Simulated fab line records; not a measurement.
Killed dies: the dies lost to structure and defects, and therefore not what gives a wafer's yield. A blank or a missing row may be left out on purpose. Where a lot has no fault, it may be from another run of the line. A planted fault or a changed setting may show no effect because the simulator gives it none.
Which tool was responsible? | flow nandHarc | Sampling: 13 lots, 39 wafers, 3 of 1302 route steps

== WHAT THE GAUGES READ, wafer by wafer ==
NHARC_A_M0_INSPECT_27.
lot  | measured     | on               | rawDefectCount
L304 | day 22 21:32 | defectInspect-01 | 621 466 526
L303 | day 22 22:38 | defectInspect-02 | 456 378 476
L305 | day 24 03:57 | defectInspect-01 | 419 464 632
L307 | day 24 07:13 | defectInspect-01 | 528 601 654
L308 | day 24 23:31 | defectInspect-02 | 482 505 398
L310 | day 25 23:35 | defectInspect-02 | 438 481 428
L311 | day 26 00:56 | defectInspect-01 | 690 624 812
L309 | day 26 02:58 | defectInspect-02 | 441 362 409
L312 | day 26 16:29 | defectInspect-02 | 486 544 382
L314 | day 27 20:12 | defectInspect-02 | 510 478 465
L313 | day 28 14:42 | defectInspect-01 | 726 836 663
L321 | day 30 09:32 | defectInspect-02 | 626 413 443
L324 | day 31 17:03 | defectInspect-02 | 554 606 381

NHARC_A_M1_INSPECT_11.
lot  | measured     | on               | rawDefectCount
L304 | day 22 23:04 | defectInspect-01 | 27 16 23
L303 | day 23 00:09 | defectInspect-01 | 93 99 107
L305 | day 24 05:40 | defectInspect-02 | 78 78 69
L307 | day 24 09:22 | defectInspect-02 | 118 136 123
L308 | day 25 01:34 | defectInspect-02 | 87 80 64
L310 | day 26 01:01 | defectInspect-02 | 99 92 82
L311 | day 26 02:25 | defectInspect-01 | 122 119 136
L309 | day 26 05:40 | defectInspect-02 | 61 63 81
L312 | day 26 17:53 | defectInspect-02 | 44 36 38
L314 | day 27 21:51 | defectInspect-01 | 78 63 72
L313 | day 28 16:16 | defectInspect-02 | 142 149 146
L321 | day 30 10:54 | defectInspect-02 | 105 117 127
L324 | day 31 18:40 | defectInspect-01 | 77 69 68

== WHAT TOOL EACH LOT RAN ON (gives the tool, then ch and the chambers of the sampled wafers, and finally the start) ==
lot  | NHARC_A_M0_PVD_21
L304 | pvdSputter-01, day 22 21:32 or earlier
L303 | pvdSputter-03, day 22 22:38 or earlier
L305 | pvdSputter-03, day 24 03:57 or earlier
L307 | pvdSputter-01, day 24 07:13 or earlier
L308 | pvdSputter-01, day 24 23:31 or earlier
L310 | pvdSputter-01, day 25 23:35 or earlier
L311 | pvdSputter-03, day 26 00:56 or earlier
L309 | pvdSputter-01, day 26 02:58 or earlier
L312 | pvdSputter-02, day 26 16:29 or earlier
L314 | pvdSputter-03, day 27 20:12 or earlier
L313 | pvdSputter-01, day 28 14:42 or earlier
L321 | pvdSputter-02, day 30 09:32 or earlier
L324 | pvdSputter-03, day 31 17:03 or earlier
- NHARC_A_M0_PVD_21: deposits Cu, target thk 30 nm, time 20.49 s.

== WHAT THE TOOLS THEMSELVES READ (means of the sampled wafers that have a number; where no wafer has one, the mark that the record gives instead) ==
NHARC_A_M0_PVD_21.
lot  | tool          | throttleValvePct (%)
L304 | pvdSputter-01 | 30.2
L303 | pvdSputter-03 | 30.3
L305 | pvdSputter-03 | 29.8
L307 | pvdSputter-01 | 30.3
L308 | pvdSputter-01 | 30.1
L310 | pvdSputter-01 | 30.9
L311 | pvdSputter-03 | 29.9
L309 | pvdSputter-01 | 31.0
L312 | pvdSputter-02 | 29.7
L314 | pvdSputter-03 | 29.8
L313 | pvdSputter-01 | 31.0
L321 | pvdSputter-02 | 29.4
L324 | pvdSputter-03 | 30.0

== THE ANSWER, worked out from the rows above alone ==
Rule: what is usual is taken from the lots themselves. The widest of any qualifying gaps counts: lots, ordered by their means at a reading, are off when they make up no more than a third of the lots, leave a main group of 4 or more, and stand apart from it by 3 or more times the standard deviation of that group's means. Not used: any main group whose means are identical at the precision the tables above print for the reading. A lot without any number at a reading at which 4 lots or more have one is off too. Where the step has rows for the other lots, those lots are counted as sound. First the gauges in route order, then the tools' own readings, where a lot's mean is used as printed above. At the first step where some lot is off, the reading lying furthest off is the one used; lots without a number count as furthest.
None of the lots is off at any reading shown; this tells nothing.

== WHAT THE SIMULATOR HAD PUT IN ==
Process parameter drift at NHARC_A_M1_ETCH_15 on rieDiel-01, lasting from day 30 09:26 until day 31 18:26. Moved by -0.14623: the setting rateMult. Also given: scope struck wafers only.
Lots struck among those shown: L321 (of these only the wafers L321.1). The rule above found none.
